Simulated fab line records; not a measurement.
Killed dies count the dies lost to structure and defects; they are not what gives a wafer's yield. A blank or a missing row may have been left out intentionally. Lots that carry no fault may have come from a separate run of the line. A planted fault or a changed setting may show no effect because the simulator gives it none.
A struck lot beside a sound one ; flow n5Finfet ; 16 steps out of a route of 1938
Sound: the wafers L719.3, L719.4, L719.5. The struck wafers were L722.1, L722.3, L722.5. The cause is named last.
For every step that has rows: the tool of each side, followed by ch and its chambers, followed by its first start. Under that, the readings that differ: sound wafers ; struck wafers ; difference of the means ; sigmas: that difference in standard deviations of wafers without a fault.
alike: readings with means less than 2 such deviations apart, plus words and numbers identical on both sides. not compared: withheld readings, readings lacking a value on some wafer, bounds such as >300 that could conceal the same value, and numbers that have no deviation in the record and whose values overlap.
The two part at a step that has a row with sigmas, a row that says differs or no value, or rows on one side only. Numbers that have no deviation but don't overlap get no sigmas and don't part them. A reading that every wafer of one side lacks parts them only if that side has two wafers or more.

first, 6 steps without rows for these wafers: N5_BEOL_M1_COAT_22 (resist thk 30 nm); N5_BEOL_M1_EBR_24; N5_BEOL_M1_SOFTBAKE_23 (time 60 s); N5_BEOL_M1_EXPOSE_25 (exposes mask V0, defocus 5 nm, target cd 24 nm); N5_BEOL_M1_PEB_26 (peb time 60 s); N5_BEOL_M1_DEVELOP_27 (develop time 30 s).
N5_BEOL_M1_CD_MEAS_28: target cd y 23.3 nm.
  sound on cdSem-01 ch 0, day 9 03:52; struck on cdSem-02 ch 0, day 10 02:40
  alike: cdNm
N5_BEOL_M1_OVL_MEAS_29:
  sound on overlay-01 ch 0, day 9 03:55; struck on overlay-02 ch 0, day 10 02:42
  alike: V0_OVL
N5_BEOL_M1_INSPECT_30: inspects for defects (brightfield).
  sound on defectInspect-01 at day 9 03:58; struck on defectInspect-01 at day 10 02:46
  alike: rawDefectCount
N5_BEOL_M1_DESCUM_33: chemistry O2, time 7 s.
  sound on rieDiel-06 ch 0,1, day 9 03:59; struck on rieDiel-06 ch 0,1,3, day 10 02:47
  alike: drypumpMotorCurrentA, oesProductAu, rfVppV, showerheadPlenumPTorr, throttleValvePct
  not compared: rfHoursCounterH
N5_BEOL_M1_ETCH_77: etches underlayer in N2/H2, target depth 6.5 nm, time 5.2 s.
  sound on rieDiel-06 ch 0,1, day 9 04:02; struck on rieDiel-06 ch 0,1,3, day 10 02:50
  alike: drypumpMotorCurrentA, etchRfOnTimeS, oesProductAu, rfVppV, showerheadPlenumPTorr, throttleValvePct
  not compared: rfHoursCounterH
N5_BEOL_M1_ETCH_69: etches SiARC in CF4, target depth 15.6 nm, time 26 s.
  sound on rieDiel-06 ch 0,1, day 9 04:03; struck on rieDiel-06 ch 0,1,3, day 10 02:50
  alike: drypumpMotorCurrentA, etchRfOnTimeS, oesProductAu, rfVppV, showerheadPlenumPTorr, throttleValvePct
  not compared: rfHoursCounterH
N5_BEOL_M1_ALD_98: deposits SiO2, target thk 2.5 nm, pulse time 1 s, co reactant pulse time 1 s.
  sound on aldSin-01 ch 1,2, day 9 04:16; struck on aldSin-01 ch 2,3, day 10 02:56
reading;sound;struck;difference;sigmas
susceptorTempC (C);100.12 100.09 100.03;102.30 102.20 102.01;+2.09;+15
  alike: heaterPowerW, precursorPulseHeightRel
N5_BEOL_M1_ETCHBACK_99: etches SiO2 in CHF3, target depth 5 nm, time 10.4 s.
  sound on rieDiel-02 ch 0,2,3, day 9 05:10; struck on rieDiel-06 ch 0,1, day 10 04:14
  alike: drypumpMotorCurrentA, oesProductAu, rfVppV, showerheadPlenumPTorr, throttleValvePct
  not compared: rfHoursCounterH
-- the record jumps here: 2 days lie between the struck wafers' starts before and after (it left off in module BEOL_M1 and takes up again in module BEOL_M4, whose first step shown is number 1111 of the route) --
N5_BEOL_M4_RC_MEAS_101:
  sound on prober-01 ch 0, day 10 20:41; struck on prober-02 ch 0, day 12 06:04
  alike: DIBL_N, DIBL_P, IOFF_N, IOFF_P, ION_N, ION_P, SS_N, SS_P, VT_N, VT_P
-- here the record skips 4 days between the struck wafers' starts before and after, leaving off in module BEOL_M4 and picking up in module PASSIVATION (first step shown: number 1936 of the route) --
N5_PASSIVATION_PROBE_49:
  sound on prober-02 at day 15 01:11; struck on prober-01 at day 16 16:11
reading;sound;struck;difference;sigmas
killed_at_M0_to_M3;46 48 44;25 20 28;-22;-2
  alike: defectLimitedYield, killed_at_M4_up, killedAtContacts, killedAtFrontEnd, killedAtOther, killedDies, killedOnRim, killedOpen, killedShort, sort_bin_5_function, sort_bin_6_memory, sortNPass, sortYieldPct

WHERE THEY PART
First at N5_BEOL_M1_ALD_98; last, within this record, at N5_PASSIVATION_PROBE_49.

WHY: the cause the simulator had injected
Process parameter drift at N5_BEOL_M1_ALD_98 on aldSin-01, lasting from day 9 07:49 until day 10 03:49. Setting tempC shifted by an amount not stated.
